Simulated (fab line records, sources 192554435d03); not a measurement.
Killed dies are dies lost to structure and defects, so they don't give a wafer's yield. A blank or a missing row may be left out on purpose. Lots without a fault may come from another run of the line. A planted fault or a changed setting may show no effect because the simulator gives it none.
Problem report in the 8D (eight disciplines) form, filled by code | flow n5_finfet | the parts of the form that need people (team, actions taken, sign-off) are left out

1. THE PROBLEM
killed_at_M4_up at N5_PASSIVATION_PROBE_49 reads a mean of 116 on 2 wafers of 2 lots; wafers without a fault read 14 with a standard deviation of 5.2. That is +20 standard deviations from the usual mean.
First seen on wafer L345.6, day 16 15:18, on prober-01. The record holds 6 wafers of 2 lots with a number at this step. Rule for "out", or "out of limits": more than 4 standard deviations from the usual mean. The other wafers with a number count as sound.

2. WHAT IT IS AND WHAT IT IS NOT
question                    | is                                                                                                   | is not
which readings at this step | killed_at_M4_up, defect_limited_yield, killed_dies, sort_bin_5_function, sort_n_pass, sort_yield_pct | killed_at_contacts, killed_at_other, killed_open, killed_short, sort_bin_8_speed
which lots                  | L345, L349                                                                                           | -
which wafers of those lots  | L345.6, L349.5                                                                                       | L345.1, L345.2, L349.2, L349.4
read on which tools         | prober-01                                                                                            | -
when                        | from day 16 15:18                                                                                    | up to then (2 sound wafers); but 2 sound wafers of L349 came after

3. SUSPECTS, AND WHAT RULES EACH OUT
Counting: a tool at a process step up to the reading stays a suspect if it ran every lot that is out. Sound lots after the first of them don't rule it out here, since some wafers of a struck lot are sound.
- ald_metal-03 at N5_BEOL_M7_ALD_77 (deposits TaN, target thk 2 nm, pulse time 2 s, purge time 3 s): kept. It ran every lot that is out, first L345 (day 13 06:43).
- prober-01 at N5_PASSIVATION_PROBE_49: kept. It ran every lot that is out, first L345 (day 16 15:03). Its own readings are out on those wafers: defect_limited_yield, killed_at_M4_up, killed_dies, sort_bin_5_function, sort_n_pass, sort_yield_pct.
- Within ald_metal-03 at N5_BEOL_M7_ALD_77: the wafers that are out ran in chamber 1; their sound lot-mates ran in chambers 0, 2, 3.
Left after counting: ald_metal-03 at N5_BEOL_M7_ALD_77, prober-01 at N5_PASSIVATION_PROBE_49.

4. THE CAUSE (what the simulator had put in)
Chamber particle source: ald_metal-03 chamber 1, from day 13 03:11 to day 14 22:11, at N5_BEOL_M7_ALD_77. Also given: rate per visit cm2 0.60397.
Counting left 2 suspects, and this tool is among them.

5. THE CHAIN OF EFFECTS, in route order
Each row: a reading whose mean over the struck wafers that have a number lies more than 3 standard deviations from the usual. Only readings for which the record gives a usual standard deviation are gone through. hours: the time from each lot's start at the first step in this table that gives one to its start at this step, as a median over the lots. sigmas: the change in usual standard deviations.
hours | step                    | reading              | usual  | on struck wafers | change | sigmas
0     | N5_PASSIVATION_PROBE_49 | defect_limited_yield | 91.5 % | 81.8             | -9.7   | -6.5
0     | N5_PASSIVATION_PROBE_49 | killed_at_M4_up      | 14     | 116              | +102   | +20
0     | N5_PASSIVATION_PROBE_49 | killed_dies          | 100    | 214              | +114   | +6.4
0     | N5_PASSIVATION_PROBE_49 | sort_bin_5_function  | 5.0 %  | 11.1             | +6.1   | +6.1
0     | N5_PASSIVATION_PROBE_49 | sort_bin_6_memory    | 3.1 %  | 5.2              | +2.1   | +3.1
0     | N5_PASSIVATION_PROBE_49 | sort_n_pass          | 1080   | 966              | -114   | -6.4
0     | N5_PASSIVATION_PROBE_49 | sort_yield_pct       | 91.5 % | 81.8             | -9.7   | -6.5
The process steps in it:
- N5_PASSIVATION_PROBE_49

6. WHAT WOULD HAVE CAUGHT IT SOONER
In this record the first reading out of limits was taken at day 16 15:18, 84 hours after the fault began at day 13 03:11.
Of the tool readings at N5_BEOL_M7_ALD_77 for which the record gives a usual standard deviation, none was out on any struck wafer, so an alarm limit of 4 standard deviations on them would not have fired.
All the lots that are out (2) had begun N5_BEOL_M7_ALD_77 on ald_metal-03 by day 16 15:18. A hold on the tool at that time would have spared none of them.
